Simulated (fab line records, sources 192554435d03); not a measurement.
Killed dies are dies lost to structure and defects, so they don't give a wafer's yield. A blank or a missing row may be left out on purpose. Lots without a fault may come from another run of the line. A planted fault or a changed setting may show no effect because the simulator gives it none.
Chamber matching | flow n5_finfet | N5_BEOL_M4_ALD_98 on ald_sin-02: 4 sister chambers
The step deposits SiO2, target thk 2.5 nm, pulse time 1 s, co reactant pulse time 1 s. 4 wafers are shown with their chamber, then 8 later ones without.

WAFERS WITH THEIR CHAMBER
wafer  | chamber | heater_power_w (W)
L082.6 | 2       | 79
L085.1 | 0       | 74
L085.6 | 3       | 87
L088.1 | 1       | 76

WAFERS WITHOUT THEIR CHAMBER
wafer  | heater_power_w (W)
L088.3 | 86
L088.5 | 85
L090.1 | 75
L090.2 | 78
L090.6 | 85
L092.2 | 78
L092.4 | 76
L092.6 | 78

WHICH CHAMBER EACH WENT THROUGH
wafer  | from the rows above     | in truth
L088.3 | 3                       | 3
L088.5 | 3                       | 3
L090.1 | can't be placed: 0 or 1 | 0
L090.2 | can't be placed: 2 or 1 | 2
L090.6 | 3                       | 3
L092.2 | can't be placed: 2 or 1 | 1
L092.4 | can't be placed: 1 or 0 | 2
L092.6 | can't be placed: 2 or 1 | 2
Placed correctly: 3 of 8. Can't be placed from these rows: 5 (the true chamber is among the candidates in 4). Placed wrongly: 0.
How it was worked out, from the rows above alone: a wafer's distance from a chamber is the root of the sum, over the readings, of the square of ((its reading less the chamber's mean) divided by the reading's scatter). The wafer belongs to the nearest chamber; if the next one is less than 2 further off, it can't be placed. A chamber's mean is the mean of its shown wafers. The scatter: with one shown wafer a chamber, the root of the mean of the squares of how far each hidden wafer lies from its nearest shown one.
